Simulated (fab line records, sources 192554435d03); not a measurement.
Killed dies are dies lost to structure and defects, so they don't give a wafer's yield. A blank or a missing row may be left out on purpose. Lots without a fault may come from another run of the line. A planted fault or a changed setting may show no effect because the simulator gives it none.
Split-lot experiment | flow n5_finfet | 7 lots, 21 wafers read, on a route of 1938 steps

THE SPLIT
At N5_BEOL_M0_ETCH_109 (etches SiCN in CH3F/O2, target depth 8 nm, overetch 2.4 nm, time 27.4 s), the setting bias_w was moved away from the recipe's 75 W on 5 of the 21 wafers read, by -15.8% to +14.4%. The other wafers ran this setting at the recipe's value.

The reading is taken at the split's own step.

THE READING
rf_vpp_V, in V, at N5_BEOL_M0_ETCH_109 (etches SiCN in CH3F/O2, target depth 8 nm, overetch 2.4 nm, time 27.4 s). Fault-free wafers of this fab line usually give 297.5 V, standard deviation 1.2 V.

wafer  | tool, chamber at the split | bias_w as run, W | against the recipe | rf_vpp_V, V | against lot-mates on the recipe
L074.2 | rie_diel-01, 2             | 75               | recipe             | 297.0       | -
L074.4 | rie_diel-01, 1             | 75               | recipe             | 297.0       | -
L074.6 | rie_diel-01, 2             | 75               | recipe             | 296.0       | -
L076.1 | rie_diel-01, 2             | 75               | recipe             | 298.6       | -
L076.4 | rie_diel-01, 3             | 63.17            | -15.8%             | 266.8       | -30.8
L076.6 | rie_diel-01, 0             | 75               | recipe             | 296.7       | -
L080.1 | rie_diel-01, 0             | 75               | recipe             | 296.5       | -
L080.4 | rie_diel-01, 3             | 85.79            | +14.4%             | 322.7       | +25.6
L080.5 | rie_diel-01, 1             | 75               | recipe             | 297.6       | -
L083.1 | rie_diel-04, 1             | 84.98            | +13.3%             | 319.6       | +22.1
L083.3 | rie_diel-04, 2             | 84.98            | +13.3%             | 320.6       | +23.1
L083.5 | rie_diel-04, 1             | 75               | recipe             | 297.5       | -
L089.1 | rie_diel-01, 3             | 84.25            | +12.3%             | 319.9       | +22.8
L089.3 | rie_diel-01, 0             | 75               | recipe             | 297.3       | -
L089.5 | rie_diel-01, 0             | 75               | recipe             | 296.9       | -
L096.3 | rie_diel-01, 0             | 75               | recipe             | 297.1       | -
L096.5 | rie_diel-01, 3             | 75               | recipe             | 297.3       | -
L096.6 | rie_diel-01, 0             | 75               | recipe             | 296.4       | -
L097.1 | rie_diel-05, 2             | 75               | recipe             | 297.7       | -
L097.2 | rie_diel-05, 3             | 75               | recipe             | 296.0       | -
L097.5 | rie_diel-05, 1             | 75               | recipe             | 297.3       | -

THE FIT
A straight line over all 21 wafers: rf_vpp_V changes by +1.82 V for each +1% of bias_w; r = +1.00; the points scatter about the line by 0.79 V.
The same after taking each lot's own level away (the mean of its wafers on the recipe; 21 wafers): +1.82 V for each +1%; r = +1.00; scatter 0.87 V.
On that fit, the largest move of bias_w shifts the reading by 29 V.
The lots' own levels span 296.67 to 297.65 V, that is 0.8 times the standard deviation above.
So the lot-to-lot level changes the slope little: the two slopes agree.
Check: with one of the wafers moved furthest among these (-15.8%) left out of the fit, the line predicts -27.7 V for it against its lot-mates. It came out at -30.8 V against them.
Tool readings at the split's step, against how far the setting was moved: rf_vpp_V r = +1.00.

OTHER SPLITS ON THESE WAFERS
These wafers also went through other splits before the reading. Each is held against what the fit with the lots' levels taken away leaves over:
other split on the same wafers  | wafers away from the commonest value | r with rf_vpp_V (lot level and that fit taken away)
N5_BEOL_M0_SAQP_PECVD_03 time_s | 5                                    | -0.10

THE FILE'S OWN FIT
rf_vpp_V changes by +1.83 V for each +1% of bias_w, r = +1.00.
